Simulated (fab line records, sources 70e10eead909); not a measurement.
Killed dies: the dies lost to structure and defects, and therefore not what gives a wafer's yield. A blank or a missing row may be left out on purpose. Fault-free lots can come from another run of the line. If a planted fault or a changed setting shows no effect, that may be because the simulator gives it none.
A struck lot beside a sound one + flow nand harc + 14 out of 1302 route steps
Sound: the wafers L921.2, L921.5, L921.6. Wafers struck: L924.1, L924.3, L924.6. At the end, the cause is stated.
Per side, at each step with rows, come the tool, then ch with its chambers, and then its first start. Under that, the readings that differ: sound wafers + struck wafers + difference of the means + sigmas: that difference in standard deviations of wafers without a fault.
alike: readings whose means differ by less than 2 such deviations, and words and numbers that are the same on both sides. not compared: withheld readings, readings that some wafer has no value for, bounds like >300 that may hide the same value, and numbers for which the record gives no deviation and whose values overlap.
The two part at a step that has a row with sigmas, a row that says differs or no value, or rows on one side only. Numbers that don't overlap but have no deviation are shown without sigmas and don't part them. Lack of a reading on every wafer of one side parts them only where that side has two or more wafers.

first, 7 steps without rows for these wafers: NHARC_A_CHANNEL_HOLE_D1_COAT_37 (time 65 s); NHARC_A_CHANNEL_HOLE_D1_COAT_04 (resist thk 90 nm); NHARC_A_CHANNEL_HOLE_D1_SOFTBAKE_05 (time 55 s); NHARC_A_CHANNEL_HOLE_D1_EBR_06; NHARC_A_CHANNEL_HOLE_D1_EXPOSE_07 (exposes mask HOLE D1, target cd 100 nm); NHARC_A_CHANNEL_HOLE_D1_PEB_08 (peb time 65 s); NHARC_A_CHANNEL_HOLE_D1_DEVELOP_09 (develop time 35 s).
NHARC_A_CHANNEL_HOLE_D1_CD_MEAS_10 targets a cd of 100 nm.
  sound on cd sem-01 ch 0, day 13 01:05; struck on cd sem-01 ch 0, day 14 22:05
  alike: cd nm
NHARC_A_CHANNEL_HOLE_D1_OVL_MEAS_11:
  struck on overlay-02, day 14 22:11; sound on overlay-01, day 13 01:10
| reading           | sound          | struck      | difference | sigmas |
|-------------------|----------------|-------------|------------|--------|
| overlay x nm (nm) | -1.2 -0.8 -1.2 | 0.7 0.4 1.0 | +1.8       | +2     |
  alike: overlay y nm
NHARC_A_CHANNEL_HOLE_D1_INSPECT_12:
  struck on defect inspect-02, day 14 22:13; sound on defect inspect-02, day 13 01:13
  alike: raw defect count
NHARC_A_CHANNEL_HOLE_D1_DESCUM_15: chemistry O2, time 3 s.
  sound on rie diel-01 ch 1,2,3, day 13 01:17; struck on rie diel-01 ch 1,2, day 14 22:17
  alike: drypump motor current A, mfc ar sccm, oes product au, rf vpp V, showerhead plenum p Torr, throttle valve pct
  not compared: rf hours counter h
NHARC_A_CHANNEL_HOLE_D1_ETCH_38: etches the open film in CF4, target depth 39 nm, time 65 s.
  sound on rie diel-01 ch 0,1,3, day 13 01:22; struck on rie diel-01 ch 2,3, day 14 22:22
  alike: drypump motor current A, mfc ar sccm, oes product au, rf vpp V, run length s, showerhead plenum p Torr, throttle valve pct
  not compared: rf hours counter h
NHARC_A_CHANNEL_HOLE_D1_ETCH_39: etches the open film in N2/H2, target depth 260 nm, time 325 s.
  sound on rie diel-01 ch 0,3, day 13 01:26; struck on rie diel-01 ch 0,1,3, day 14 22:27
| reading          | sound             | struck            | difference | sigmas      |
|------------------|-------------------|-------------------|------------|-------------|
| run length s (s) | 346.4 346.6 345.6 | 262.9 264.0 263.0 | -82.9      | -99 or more |
  alike: drypump motor current A, mfc ar sccm, n2 flow sccm, oes product au, rf vpp V, showerhead plenum p Torr, throttle valve pct
  not compared: rf hours counter h
NHARC_A_CHANNEL_HOLE_D1_ETCH_34: etches the open film in CF4/CHF3, target depth 154 nm, time 77 s.
  sound on rie diel-01 ch 0,1,3; struck on rie diel-01 ch 0,1,2
  alike: drypump motor current A, mfc ar sccm, oes product au, rf vpp V, run length s, showerhead plenum p Torr, throttle valve pct
  not compared: rf hours counter h

## WHERE THEY PART
Last at NHARC_A_CHANNEL_HOLE_D1_ETCH_39 as far as this record goes, first at NHARC_A_CHANNEL_HOLE_D1_OVL_MEAS_11. Later steps at which nothing parts them and some readings are alike: NHARC_A_CHANNEL_HOLE_D1_ETCH_34.

WHY: what had been put in by the simulator
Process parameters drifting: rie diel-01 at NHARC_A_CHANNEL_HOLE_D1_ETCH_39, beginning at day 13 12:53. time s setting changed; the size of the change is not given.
